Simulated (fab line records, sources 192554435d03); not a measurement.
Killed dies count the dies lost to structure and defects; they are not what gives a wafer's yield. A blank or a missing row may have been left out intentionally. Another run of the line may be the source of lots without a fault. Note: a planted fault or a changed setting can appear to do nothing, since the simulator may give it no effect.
Chamber matching    flow n5Finfet    4 sister chambers for N5_BEOL_M8_STRIP_36 on rieDiel-05
The step strips in N2/H2. 4 wafers are shown with their chamber, then 10 later ones without.

## WAFERS WITH THEIR CHAMBER
wafer   chamber  showerheadPlenumPTorr (Torr)
L086.2  2        2.68
L086.4  3        2.48
L088.1  0        2.45
L088.3  1        2.48

## WAFERS WHOSE CHAMBER IS MISSING
wafer   showerheadPlenumPTorr (Torr)
L088.4  2.48
L091.2  2.47
L091.4  2.47
L091.5  2.47
L096.1  2.47
L096.2  2.47
L096.5  2.47
L097.1  2.45
L097.2  2.47
L097.4  2.47

## CHAMBER TAKEN BY EACH
wafer   from the rows above           in truth
L088.4  can't be placed: 1 or 3       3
L091.2  can't be placed: 1 or 3 or 0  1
L091.4  can't be placed: 1 or 3 or 0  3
L091.5  can't be placed: 1 or 3 or 0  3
L096.1  can't be placed: 1 or 3 or 0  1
L096.2  can't be placed: 1 or 3 or 0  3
L096.5  can't be placed: 1 or 3 or 0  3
L097.1  0                             0
L097.2  can't be placed: 1 or 3 or 0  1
L097.4  can't be placed: 1 or 3 or 0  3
Correct placement for 1 of the 10. Unplaceable from these rows: 9, with the true chamber sitting among the candidates in 9. Placed wrongly: 0.
How it was worked out, from the rows above alone: a wafer's distance from a chamber is the root of the sum, over the readings, of the square of ((its reading less the chamber's mean) divided by the reading's scatter). If the next closest chamber is less than 2 further off than the closest, the wafer can't be placed; otherwise it belongs to the closest. Each chamber's mean is taken over the wafers shown for it. The scatter: root of mean squared gap, hidden wafer to nearest shown wafer, with one shown wafer a chamber.
